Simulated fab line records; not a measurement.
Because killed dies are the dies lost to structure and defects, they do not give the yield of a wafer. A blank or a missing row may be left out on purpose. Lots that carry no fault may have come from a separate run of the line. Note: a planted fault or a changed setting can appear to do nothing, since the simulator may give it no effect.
fab line records -- flow n5-finfet
[record] lots = 11, wafers = 33, last-day = 18
route steps=1938 shown BEOL_M15@1825 MIM_TOP@1834 MIM_TOP_LITHO@1843 PASSIVATION@1936
lots untouched by any fault: they come from a run of this same line in which no faults occurred
start-h: the number of hours between the record's first day and the start of the first shown wafer of the lot -- wait-h: time in hours since the lot's previous step -- " as in the row above -- L1.1+2: several wafers, shown together as one row -- - value missing, or start not given -- * or withheld: withheld -- < > ~ a bound
route shown NAME@n: names a module that has steps shown in the file, with the first one's number in the route -- usual: mean and standard deviation over wafers with no fault -- same: alike in all rows -- chamber/n: place in a boat -- sites: readings site by site -- _std_site: their standard deviation -- _edge_site: inner sites' mean taken away from outer sites' mean -- radius-mm: for every site, how far away it sits from the centre of the wafer -- mask NAME#n: copy n -- behind: the tool/chamber that last shaped the wafer -- hold: what put the lot on hold/how long, in hours/how the hold closed -- device: whichever transistor did not switch (one of n, p or np) -- end of line: the route-end tests of the same wafers -- where a step has no rows: the recipe by itself -- killed: at the first sort, the dies lost to defects and structure; wafer yield is something else -- map: dies across one wafer; x = killed, . = not, _ = none there
set.NAME: the setting that was run; set.NAME@STEP: the one run at that earlier step -- model.NAME: the simulator's own value behind a step, which no gauge read
the route's steps for a sample of lots (tables are steps, rows are wafers)
services: a tool's chamber out of use, with start hour (start-h, from the record's first day; less than 0 if before it), hours out, and reason
[[steps]]
[step N5_BEOL_M15_THK_MEAS_50]
[recipe] thk-meas-gauge = xrf, reads = Cu_of_BEOL_M15_ECD_47
[usual] M15_THK = 847/16
lot.wafer,tool,chamber,start-h,wait-h,M15_THK[nm]
L422.2,film-metro-02,-,275.56,-,865
L422.3,film-metro-02,-,275.56,-,825
L422.6,film-metro-02,-,275.56,-,846
L428.3,film-metro-02,-,308.45,-,834
L428.4,film-metro-02,-,308.45,-,860
L428.5,film-metro-02,-,308.45,-,841
L429.2,film-metro-02,-,317.27,-,851
L429.5,film-metro-02,-,317.27,-,856
L429.6,film-metro-02,-,317.27,-,832
L432.4,film-metro-01,-,324.87,-,833
L432.5,film-metro-01,-,324.87,-,852
L432.6,film-metro-01,-,324.87,-,852
L436.2,film-metro-02,-,350.46,-,871
L436.3,film-metro-02,-,350.46,-,868
L436.6,film-metro-02,-,350.46,-,857
L433.4,film-metro-01,-,354.60,-,837
L433.5,film-metro-01,-,354.60,-,845
L433.6,film-metro-01,-,354.60,-,822
L438.1,film-metro-01,-,355.81,-,837
L438.3,film-metro-01,-,355.81,-,848
L438.4,film-metro-01,-,355.81,-,827
L439.2,film-metro-02,-,362.46,-,829
L439.3,film-metro-02,-,362.46,-,850
L439.6,film-metro-02,-,362.46,-,831
L440.3,film-metro-02,-,374.73,-,839
L440.5,film-metro-02,-,374.73,-,838
L440.6,film-metro-02,-,374.73,-,858
L441.1,film-metro-02,-,391.26,-,815
L441.3,film-metro-02,-,391.26,-,851
L441.5,film-metro-02,-,391.26,-,852
L443.2,film-metro-01,-,405.30,-,856
L443.4,film-metro-01,-,405.30,-,862
L443.6,film-metro-01,-,405.30,-,850
[step N5_MIM_TOP_ALD_00]
[recipe] material = Al2O3, target-thk-a = *, temp-c = withheld, ald-precursor-family = TMA, ald-co-reactant = O3, pulse-time-s = withheld, purge-time-s = 3, co-reactant-purge-time-s = withheld, co-reactant-pulse-time-s = 3, ald-cycles = withheld
[usual] precursor-pulse-height-rel = 1.000/0.021
lot.wafer,tool,chamber,start-h,wait-h,precursor-pulse-height-rel
L422.2,ald-hk-02,2,277.17,0.1,0.962
L422.3,ald-hk-02,3,277.17,0.1,1.015
L422.6,ald-hk-02,2,277.17,0.1,1.011
L428.3,ald-hk-02,0,309.86,0.1,1.025
L428.4,ald-hk-02,3,309.86,0.1,0.971
L428.5,ald-hk-02,2,309.86,0.1,0.976
L429.2,ald-hk-01,1,322.67,0.1,1.036
L429.5,ald-hk-01,0,322.67,0.1,1.036
L429.6,ald-hk-01,3,322.67,0.1,0.983
L432.4,ald-hk-01,2,326.99,0.1,0.995
L432.5,ald-hk-01,2,326.99,0.1,1.016
L432.6,ald-hk-01,1,326.99,0.1,0.999
L436.2,ald-hk-02,3,352.09,0.1,1.002
L436.3,ald-hk-02,2,352.09,0.1,1.016
L436.6,ald-hk-02,0,352.09,0.1,1.011
L433.4,ald-hk-01,0,357.57,0.1,0.989
L433.5,ald-hk-01,3,357.57,0.1,0.978
L433.6,ald-hk-01,0,357.57,0.1,0.980
L438.1,ald-hk-03,3,357.78,0.1,1.017
L438.3,ald-hk-03,1,357.78,0.1,1.003
L438.4,ald-hk-03,0,357.78,0.1,0.998
L439.2,ald-hk-03,1,363.90,0.1,0.994
L439.3,ald-hk-03,2,363.90,0.1,0.954
L439.6,ald-hk-03,3,363.90,0.1,1.030
L440.3,ald-hk-02,2,376.07,0.1,0.979
L440.5,ald-hk-02,1,376.07,0.1,0.986
L440.6,ald-hk-02,0,376.07,0.1,0.998
L441.1,ald-hk-03,2,393.64,0.1,0.985
L441.3,ald-hk-03,3,393.64,0.1,0.986
L441.5,ald-hk-03,2,393.64,0.1,1.010
L443.2,ald-hk-03,0,407.25,0.1,0.981
L443.4,ald-hk-03,1,407.25,0.1,0.997
L443.6,ald-hk-03,0,407.25,0.1,0.979
[step N5_MIM_TOP_LITHO_EXPOSE_05]
[recipe] mask-id = MIM_TOP, na = 0.55, source-shape = conventional, sigma-outer = 0.8, polarization = unpolarized, target-cd-nm = 2000, dose-mj = 20.5
[usual] exposure-dose-mJ-cm2 = 20.495/0.021
lot.wafer,tool,chamber,start-h,wait-h,mask,exposure-dose-mJ-cm2
L422.2,krf-scanner-01,0,282.31,-,MIM_TOP#0,20.488
L422.3,krf-scanner-01,0,282.31,-,MIM_TOP#0,20.511
L422.6,krf-scanner-01,0,282.31,-,MIM_TOP#0,20.507
L428.3,krf-scanner-01,0,312.50,-,MIM_TOP#0,20.490
L428.4,krf-scanner-01,0,312.50,-,MIM_TOP#0,20.516
L428.5,krf-scanner-01,0,312.50,-,MIM_TOP#0,20.480
L429.2,krf-scanner-02,0,323.62,-,MIM_TOP#0,20.503
L429.5,krf-scanner-02,0,323.62,-,MIM_TOP#0,20.529
L429.6,krf-scanner-02,0,323.62,-,MIM_TOP#0,20.493
L432.4,krf-scanner-02,0,328.64,-,MIM_TOP#0,20.534
L432.5,krf-scanner-02,0,328.64,-,MIM_TOP#0,20.508
L432.6,krf-scanner-02,0,328.64,-,MIM_TOP#0,20.526
L436.2,krf-scanner-02,0,353.22,-,MIM_TOP#0,19.204
L436.3,krf-scanner-02,0,353.22,-,MIM_TOP#0,19.183
L436.6,krf-scanner-02,0,353.22,-,MIM_TOP#0,19.198
L433.4,krf-scanner-02,0,360.69,-,MIM_TOP#0,19.481
L433.5,krf-scanner-02,0,360.69,-,MIM_TOP#0,19.488
L433.6,krf-scanner-02,0,360.69,-,MIM_TOP#0,19.461
L438.1,krf-scanner-01,0,360.83,-,MIM_TOP#0,20.523
L438.3,krf-scanner-01,0,360.83,-,MIM_TOP#0,20.516
L438.4,krf-scanner-01,0,360.83,-,MIM_TOP#0,20.510
L439.2,krf-scanner-01,0,365.20,-,MIM_TOP#0,20.512
L439.3,krf-scanner-01,0,365.20,-,MIM_TOP#0,20.509
L439.6,krf-scanner-01,0,365.20,-,MIM_TOP#0,20.479
L440.3,krf-scanner-01,0,376.80,-,MIM_TOP#0,20.486
L440.5,krf-scanner-01,0,376.80,-,MIM_TOP#0,20.508
L440.6,krf-scanner-01,0,376.80,-,MIM_TOP#0,20.478
L441.1,krf-scanner-01,0,394.98,-,MIM_TOP#0,20.514
L441.3,krf-scanner-01,0,394.98,-,MIM_TOP#0,20.536
L441.5,krf-scanner-01,0,394.98,-,MIM_TOP#0,20.500
L443.2,krf-scanner-01,0,410.59,-,MIM_TOP#0,20.472
L443.4,krf-scanner-01,0,410.59,-,MIM_TOP#0,20.504
L443.6,krf-scanner-01,0,410.59,-,MIM_TOP#0,20.457
[step N5_MIM_TOP_LITHO_CD_MEAS_08]
[recipe] target-cd-nm = 2000, landing-energy-ev = 500, detector = se-inlens
[usual] cd-nm = 1999.9/1.6
lot.wafer,tool,chamber,start-h,wait-h,cd-nm
L422.2,cd-sem-01,0,282.48,-,2000.0
L422.3,cd-sem-01,0,282.48,-,1998.9
L422.6,cd-sem-01,0,282.48,-,2000.3
L428.3,cd-sem-02,0,312.67,-,2001.5
L428.4,cd-sem-02,0,312.67,-,2002.8
L428.5,cd-sem-02,0,312.67,-,2000.9
L429.2,cd-sem-03,0,323.80,-,1998.8
L429.5,cd-sem-03,0,323.80,-,1999.4
L429.6,cd-sem-03,0,323.80,-,1998.7
L432.4,cd-sem-03,0,328.80,-,2001.0
L432.5,cd-sem-03,0,328.80,-,2000.5
L432.6,cd-sem-03,0,328.80,-,2002.8
L436.2,cd-sem-02,0,353.39,-,2012.4
L436.3,cd-sem-02,0,353.39,-,2011.7
L436.6,cd-sem-02,0,353.39,-,2011.9
L433.4,cd-sem-02,0,360.85,-,2007.9
L433.5,cd-sem-02,0,360.85,-,2009.7
L433.6,cd-sem-02,0,360.85,-,2010.3
L438.1,cd-sem-01,0,361.01,-,2002.3
L438.3,cd-sem-01,0,361.01,-,2002.2
L438.4,cd-sem-01,0,361.01,-,2002.3
L439.2,cd-sem-03,0,365.37,-,1999.1
L439.3,cd-sem-03,0,365.37,-,2000.9
L439.6,cd-sem-03,0,365.37,-,1999.6
L440.3,cd-sem-03,0,376.97,-,2001.6
L440.5,cd-sem-03,0,376.97,-,2000.6
L440.6,cd-sem-03,0,376.97,-,2002.0
L441.1,cd-sem-01,0,395.16,-,2001.2
L441.3,cd-sem-01,0,395.16,-,1999.8
L441.5,cd-sem-01,0,395.16,-,2000.3
L443.2,cd-sem-02,0,410.76,-,1997.6
L443.4,cd-sem-02,0,410.76,-,1997.5
L443.6,cd-sem-02,0,410.76,-,1998.3
[step N5_MIM_TOP_LITHO_INSPECT_12]
[recipe] mode = adi, inspect-instrument = macro
[usual] raw-defect-count = 2.2/1.5
lot.wafer,tool,chamber,start-h,wait-h,raw-defect-count
L422.2,defect-inspect-01,-,282.53,0.0,3
L422.3,defect-inspect-01,-,282.53,0.0,2
L422.6,defect-inspect-01,-,282.53,0.0,2
L428.3,defect-inspect-01,-,312.72,0.0,3
L428.4,defect-inspect-01,-,312.72,0.0,3
L428.5,defect-inspect-01,-,312.72,0.0,1
L429.2,defect-inspect-01,-,323.85,0.0,1
L429.5,defect-inspect-01,-,323.85,0.0,4
L429.6,defect-inspect-01,-,323.85,0.0,2
L432.4,defect-inspect-01,-,328.85,0.0,3
L432.5,defect-inspect-01,-,328.85,0.0,3
L432.6,defect-inspect-01,-,328.85,0.0,2
L436.2,defect-inspect-02,-,353.44,0.0,4
L436.3,defect-inspect-02,-,353.44,0.0,2
L436.6,defect-inspect-02,-,353.44,0.0,3
L433.4,defect-inspect-01,-,360.90,0.0,5
L433.5,defect-inspect-01,-,360.90,0.0,1
L433.6,defect-inspect-01,-,360.90,0.0,2
L438.1,defect-inspect-02,-,361.06,0.0,4
L438.3,defect-inspect-02,-,361.06,0.0,3
L438.4,defect-inspect-02,-,361.06,0.0,1
L439.2,defect-inspect-01,-,365.42,0.0,4
L439.3,defect-inspect-01,-,365.42,0.0,0
L439.6,defect-inspect-01,-,365.42,0.0,2
L440.3,defect-inspect-01,-,377.02,0.0,1
L440.5,defect-inspect-01,-,377.02,0.0,3
L440.6,defect-inspect-01,-,377.02,0.0,8
L441.1,defect-inspect-01,-,395.21,0.0,2
L441.3,defect-inspect-01,-,395.21,0.0,4
L441.5,defect-inspect-01,-,395.21,0.0,1
L443.2,defect-inspect-01,-,410.81,0.0,1
L443.4,defect-inspect-01,-,410.81,0.0,2
L443.6,defect-inspect-01,-,410.81,0.0,1
[step N5_PASSIVATION_PROBE_49]
[usual] defect-limited-yield = 91.6/1.4, killed_at_M0_to_M3 = 33/9.7, killed_at_M4_up = 13/5.4, killed-at-contacts = 13/6.6, killed-at-front-end = 36/11, killed-at-other = 3.9/3, killed-dies = 99/16, killed-open = 66/12, killed-short = 32/7.9, sort_bin_5_function = 4.9/0.9, sort_bin_6_memory = 3.2/0.67, sort-n-pass = 1081/16, sort-yield-pct = 91.6/1.4
[same] gross-dies = 1180, killed-at-back-side = 0, sort_bin_4_leakage[%] = 0, sort_bin_8_speed[%] = 0
lot.wafer,tool,chamber,start-h,wait-h,defect-limited-yield[%],killed_at_M0_to_M3,killed_at_M4_up,killed-at-contacts,killed-at-front-end,killed-at-other,killed-dies,killed-open,killed-short,sort_bin_5_function[%],sort_bin_6_memory[%],sort-n-pass,sort-yield-pct[%]
L428.3,prober-01,-,323.21,0.1,91.4,37,15,6,36,8,102,67,34,4.8,3.7,1078,91.4
L428.4,prober-01,-,323.26,0.2,90.2,44,19,21,32,0,116,82,34,5.5,4.0,1064,90.2
L428.5,prober-01,-,323.31,0.2,91.9,40,11,4,33,8,96,60,36,4.8,3.1,1084,91.9
L429.2,prober-01,-,333.50,0.1,90.8,35,14,23,33,3,108,80,28,5.8,3.2,1072,90.8
L429.5,prober-01,-,333.65,0.2,89.7,39,17,25,38,3,122,76,46,6.5,3.6,1058,89.7
L429.6,prober-01,-,333.70,0.3,89.2,46,19,16,40,6,127,90,36,5.5,5.1,1053,89.2
L436.2,prober-01,-,363.83,0.1,92.4,29,16,9,31,5,90,57,31,4.2,3.2,1090,92.4
L436.3,prober-01,-,363.88,0.1,91.5,23,12,34,30,1,100,74,25,5.0,3.3,1080,91.5
L436.6,prober-01,-,364.03,0.3,93.1,27,15,6,33,0,81,50,31,3.6,3.0,1099,93.1
L433.4,prober-02,-,370.45,0.2,93.5,28,16,3,21,9,77,48,26,3.8,2.4,1103,93.5
L433.5,prober-02,-,370.50,0.2,93.5,29,11,11,22,4,77,44,32,3.6,2.6,1103,93.5
L433.6,prober-02,-,370.55,0.3,93.4,25,15,11,23,4,78,43,34,3.0,3.1,1102,93.4
L438.1,prober-01,-,370.92,0.0,89.1,67,4,8,49,1,129,75,54,6.6,3.7,1051,89.1
L438.3,prober-01,-,371.02,0.1,91.9,45,6,6,35,3,95,56,39,4.1,3.6,1085,91.9
L438.4,prober-01,-,371.07,0.2,91.7,53,6,8,31,0,98,69,28,4.8,3.1,1082,91.7
L440.3,prober-02,-,388.29,0.1,90.8,27,9,19,51,3,109,71,36,5.2,3.6,1071,90.8
L440.5,prober-02,-,388.39,0.2,93.2,18,13,14,31,4,80,52,27,3.6,2.9,1100,93.2
L440.6,prober-02,-,388.44,0.3,93.1,19,6,9,45,3,82,50,30,4.2,2.5,1098,93.1
// killed by level:class
L428.3 BEOL_M0_SAQP:geometric-particle:short=11 BEOL_M0_SAQP:geometric-particle:open=11 BEOL_M3:geometric-particle:open=8 STI_FIN_REVEAL:geometric-particle:open=7 DUMMY_GATE:geometric-particle:open=6 BEOL_M4:geometric-particle:open=6 GATE_CUT:geometric-particle:short=4 MOL_CONTACT_COAG:geometric-particle:open=4
L428.4 MOL_CONTACT_COAG:geometric-particle:open=17 BEOL_M3:geometric-particle:open=17 BEOL_M4:geometric-particle:open=14 STI_FIN_REVEAL:geometric-particle:open=9 BEOL_M0_SAQP:geometric-particle:short=8 BEOL_M0_SAQP:geometric-particle:open=8 FIN_SAQP:geometric-particle:open=7 MOL_CONTACT_COAG:geometric-particle:short=4
L428.5 BEOL_M2:geometric-particle:open=10 BEOL_M3:geometric-particle:open=10 BEOL_M0_SAQP:geometric-particle:open=7 FIN_SAQP:geometric-particle:open=5 GATE_CUT:geometric-particle:short=5 BEOL_M0:geometric-particle:short=5 FIN_SAQP:geometric-particle:short=4 STARTING-WAFER:geometric-particle:short=4
L429.2 MOL_CONTACT_COAG:geometric-particle:open=19 BEOL_M2:geometric-particle:open=11 FIN_SAQP:geometric-particle:open=10 BEOL_M0_SAQP:geometric-particle:open=10 BEOL_M1:geometric-particle:open=9 DUMMY_GATE:geometric-particle:open=7 BEOL_M4:geometric-particle:short=5 STARTING-WAFER:geometric-particle:short=5
L429.5 MOL_CONTACT_COAG:geometric-particle:open=20 BEOL_M0_SAQP:geometric-particle:short=11 FIN_SAQP:geometric-particle:short=8 BEOL_M2:geometric-particle:open=8 BEOL_M1:geometric-particle:open=7 FIN_SAQP:geometric-particle:open=6 DUMMY_GATE:geometric-particle:open=6 BEOL_M0_SAQP:geometric-particle:open=6
L429.6 MOL_CONTACT_COAG:geometric-particle:open=15 FIN_SAQP:geometric-particle:open=14 BEOL_M2:geometric-particle:open=14 BEOL_M1:geometric-particle:open=13 FIN_SAQP:geometric-particle:short=7 BEOL_M0_SAQP:geometric-particle:open=7 BEOL_M4:geometric-particle:open=7 BEOL_M0_SAQP:geometric-particle:short=5
L436.2 BEOL_M1:geometric-particle:open=12 STI_FIN_REVEAL:geometric-particle:open=8 MOL_CONTACT_COAG:geometric-particle:open=7 BEOL_M4:geometric-particle:short=6 BEOL_M1:geometric-particle:short=6 FIN_SAQP:geometric-particle:open=5 STI_FIN_REVEAL:geometric-particle:short=4 MIM_BOT:geometric-particle:open=4
L436.3 MOL_CONTACT_COAG:geometric-particle:open=26 STI_FIN_REVEAL:geometric-particle:open=11 BEOL_M1:geometric-particle:open=9 MOL_CONTACT_COAG:geometric-particle:short=8 BEOL_M5:geometric-particle:open=6 DUMMY_GATE:geometric-particle:open=5 FIN_SAQP:geometric-particle:open=3 BEOL_M0_SAQP:geometric-particle:open=3
L436.6 BEOL_M1:geometric-particle:open=8 FIN_SAQP:geometric-particle:open=5 MOL_CONTACT_COAG:geometric-particle:open=5 BEOL_M2:geometric-particle:open=5 BEOL_M4:geometric-particle:open=5 BEOL_M4:geometric-particle:short=5 STARTING-WAFER:geometric-particle:open=5 FIN_SAQP:geometric-particle:short=4
L433.4 BEOL_M0_SAQP:geometric-particle:short=10 BEOL_M0_SAQP:geometric-particle:open=9 STARTING-WAFER:geometric-particle:open=6 STI_FIN_REVEAL:geometric-particle:open=5 BEOL_M3:geometric-particle:open=5 BEOL_M5:geometric-particle:open=5 BEOL_M4:geometric-particle:open=4 PAD_METAL:geometric-particle:short=4
L433.5 BEOL_M0_SAQP:geometric-particle:short=10 MOL_CONTACT_COAG:geometric-particle:open=9 BEOL_M0_SAQP:geometric-particle:open=5 STARTING-WAFER:geometric-particle:open=5 BEOL_M4:geometric-particle:open=4 STARTING-WAFER:geometric-particle:short=4 ILD0:geometric-particle:open=3 BEOL_M1:geometric-particle:open=3
L433.6 BEOL_M3:geometric-particle:open=10 FIN_SAQP:geometric-particle:short=7 MOL_CONTACT_COAG:geometric-particle:open=6 BEOL_M5:geometric-particle:open=6 MOL_CONTACT_COAG:geometric-particle:short=5 BEOL_M0_SAQP:geometric-particle:short=5 BEOL_M8:geometric-particle:open=3 STARTING-WAFER:geometric-particle:short=3
L438.1 BEOL_M0_SAQP:geometric-particle:short=29 BEOL_M0_SAQP:geometric-particle:open=18 STI_FIN_REVEAL:geometric-particle:open=14 FIN_SAQP:geometric-particle:open=7 MOL_CONTACT_COAG:geometric-particle:open=6 FIN_SAQP:geometric-particle:short=5 GATE_CUT:geometric-particle:open=5 BEOL_M1:geometric-particle:open=5
L438.3 BEOL_M0_SAQP:geometric-particle:short=12 BEOL_M1:geometric-particle:open=10 STI_FIN_REVEAL:geometric-particle:open=9 GATE_CUT:geometric-particle:short=7 BEOL_M0_SAQP:geometric-particle:open=6 BEOL_M2:geometric-particle:open=6 MOL_CONTACT_COAG:geometric-particle:open=5 FIN_SAQP:geometric-particle:open=4
L438.4 BEOL_M0_SAQP:geometric-particle:open=20 BEOL_M0_SAQP:geometric-particle:short=11 STI_FIN_REVEAL:geometric-particle:open=8 GATE_CUT:geometric-particle:open=7 MOL_CONTACT_COAG:geometric-particle:open=7 BEOL_M2:geometric-particle:open=7 BEOL_M1:geometric-particle:open=6 FIN_SAQP:geometric-particle:open=5
L440.3 MOL_CONTACT_COAG:geometric-particle:open=17 FIN_SAQP:geometric-particle:open=15 FIN_SAQP:geometric-particle:short=14 BEOL_M1:geometric-particle:open=11 BEOL_M0_SAQP:geometric-particle:open=5 BEOL_M2:geometric-particle:open=5 GATE_CUT:geometric-particle:short=4 STARTING-WAFER:geometric-particle:short=4
L440.5 MOL_CONTACT_COAG:geometric-particle:open=10 FIN_SAQP:geometric-particle:short=8 BEOL_M3:geometric-particle:open=8 BEOL_M4:geometric-particle:open=7 GATE_CUT:geometric-particle:short=4 MOL_CONTACT_COAG:geometric-particle:short=4 DUMMY_GATE:geometric-particle:open=3 ILD0:geometric-particle:open=3
L440.6 FIN_SAQP:geometric-particle:open=15 FIN_SAQP:geometric-particle:short=11 MOL_CONTACT_COAG:geometric-particle:open=6 BEOL_M3:geometric-particle:open=5 GATE_CUT:geometric-particle:short=3 GATE_CUT:geometric-particle:open=3 MOL_CONTACT_COAG:geometric-particle:short=3 BEOL_M0_SAQP:geometric-particle:open=3
[[services]]
tool,chamber,start-h,hours,kind
krf-scanner-02,-,260.66,1.3,pm
krf-scanner-02,-,265.70,4.4,pm
krf-scanner-01,-,290.89,1.0,pm
ald-hk-01,-,293.18,28.1,pm
ald-hk-03,-,307.89,4.3,pm
krf-scanner-01,-,375.40,0.8,pm
krf-scanner-02,0,377.93,-,calibration
krf-scanner-02,-,390.15,0.8,pm
krf-scanner-01,-,395.35,8.0,repair
krf-scanner-01,0,405.51,-,calibration
[[key]]
[first-sign] step = N5_MIM_TOP_LITHO_EXPOSE_05, reading = exposure-dose-mJ-cm2, direction = down, sigmas = 55, usual = 20.495, struck = 19.336
[effect] step = N5_MIM_TOP_LITHO_CD_MEAS_08, reading = cd-nm, direction = up, sigmas = 6.7, usual = 1999.9, struck = 2010.7, through = control-loop
met-at N5_MIM_TOP_LITHO_EXPOSE_05
struck-lots L433,L436
[loop-trim] step = N5_MIM_TOP_LITHO_EXPOSE_05, setting = dose, lots = L433
not-acting-at N5_BEOL_M15_THK_MEAS_50,N5_MIM_TOP_ALD_00,N5_MIM_TOP_LITHO_INSPECT_12
onset-between 328.64 353.22
[fault] kind = process-parameter-drift, tool = krf-scanner-02, chamber = -, onset-h = 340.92, steps = N5_MIM_TOP_LITHO_EXPOSE_05, channel = dose-mj, offset = -1.2913, shape = step, acts-in = these-recipes-only, stated = 20.5
// loop-trim: a control loop set the setting to another value than it would have without faults
